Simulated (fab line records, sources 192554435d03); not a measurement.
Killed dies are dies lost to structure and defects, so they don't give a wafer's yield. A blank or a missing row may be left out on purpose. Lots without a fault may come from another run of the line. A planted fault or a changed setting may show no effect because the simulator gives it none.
Problem report in the 8D (eight disciplines) form, filled by code | flow n5_finfet | the parts of the form that need people (team, actions taken, sign-off) are left out

1. THE PROBLEM
run_length_s at N5_BEOL_M9_TRENCH_ETCH_37 reads a mean of 74.7 s on 2 wafers of 2 lots; wafers without a fault read 72.2 s with a standard deviation of 0.48. That is +5.1 standard deviations from the usual mean.
The step: etches SiCOH lowk in C4F6/O2, target depth 151.43 nm, time 49 s.
First seen on wafer L173.1, day 12 21:19, on rie_diel-04. The record holds 16 wafers of 6 lots with a number at this step. Rule for "out", or "out of limits": more than 4 standard deviations from the usual mean. The other wafers with a number count as sound.

2. WHAT IT IS AND WHAT IT IS NOT
question                    | is                | is not
which readings at this step | run_length_s      | drypump_motor_current_A, oes_product_au, rf_vpp_V, showerhead_plenum_p_Torr, throttle_valve_pct
which lots                  | L173, L178        | L166, L181, L184, L185
which wafers of those lots  | L173.1, L178.5    | L173.3, L178.2
read on which tools         | rie_diel-04       | rie_diel-03, rie_diel-05
when                        | from day 12 21:19 | up to then (4 sound wafers); but 10 sound wafers of L178, L181, L184, L185 came after

3. SUSPECTS, AND WHAT RULES EACH OUT
Counting: a tool at a process step up to the reading stays a suspect if it ran every lot that is out. Sound lots after the first of them don't rule it out here, since some wafers of a struck lot are sound.
- rie_diel-04 at N5_BEOL_M9_DESCUM_33 (chemistry O2, time 7 s): kept. It ran every lot that is out, first L173 (day 12 21:02); its last sound lot up to then is L166 (day 11 01:31).
- rie_diel-04 at N5_BEOL_M9_ETCH_65 (etches SiARC in CF4, target depth 15.6 nm, time 26 s): kept. It ran every lot that is out, first L173 (day 12 21:05); its last sound lot up to then is L166 (day 11 01:35).
- rie_diel-04 at N5_BEOL_M9_STRIP_36 (strips in N2/H2): kept. It ran every lot that is out, first L173 (day 12 21:17); its last sound lot up to then is L166 (day 11 01:46).
- rie_diel-04 at N5_BEOL_M9_TRENCH_ETCH_37 (etches SiCOH lowk in C4F6/O2, target depth 151.43 nm, time 49 s): kept. It ran every lot that is out, first L173 (day 12 21:19); its last sound lot up to then is L166 (day 11 01:49). Its own readings are out on those wafers: run_length_s.
Left after counting: rie_diel-04 at N5_BEOL_M9_DESCUM_33, rie_diel-04 at N5_BEOL_M9_ETCH_65, rie_diel-04 at N5_BEOL_M9_STRIP_36, rie_diel-04 at N5_BEOL_M9_TRENCH_ETCH_37.

4. THE CAUSE (what the simulator had put in)
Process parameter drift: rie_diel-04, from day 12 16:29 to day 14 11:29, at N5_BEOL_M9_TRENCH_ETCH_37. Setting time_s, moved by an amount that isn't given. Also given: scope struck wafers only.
Counting left 4 suspects, and this tool is among them.

5. THE CHAIN OF EFFECTS, in route order
Each row: a reading whose mean over the struck wafers that have a number lies more than 3 standard deviations from the usual. Only readings for which the record gives a usual standard deviation are gone through. hours: the time from each lot's start at the first step in this table that gives one to its start at this step, as a median over the lots. sigmas: the change in usual standard deviations.
hours | step                      | reading      | usual  | on struck wafers | change | sigmas
0     | N5_BEOL_M9_TRENCH_ETCH_37 | run_length_s | 72.2 s | 74.7             | +2.5   | +5.1
The process steps in it:
- N5_BEOL_M9_TRENCH_ETCH_37: etches SiCOH lowk in C4F6/O2, target depth 151.43 nm, time 49 s.
Later measuring or inspecting steps at which every struck wafer that the step has a row for has a number for every such reading, and none has moved that far: N5_BEOL_M9_OCD_MEAS_38, N5_BEOL_M9_CD_MEAS_35, N5_BEOL_M9_THK_MEAS_53.

6. WHAT WOULD HAVE CAUGHT IT SOONER
In this record the first reading out of limits was taken at day 12 21:19, 5 hours after the fault began at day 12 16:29.
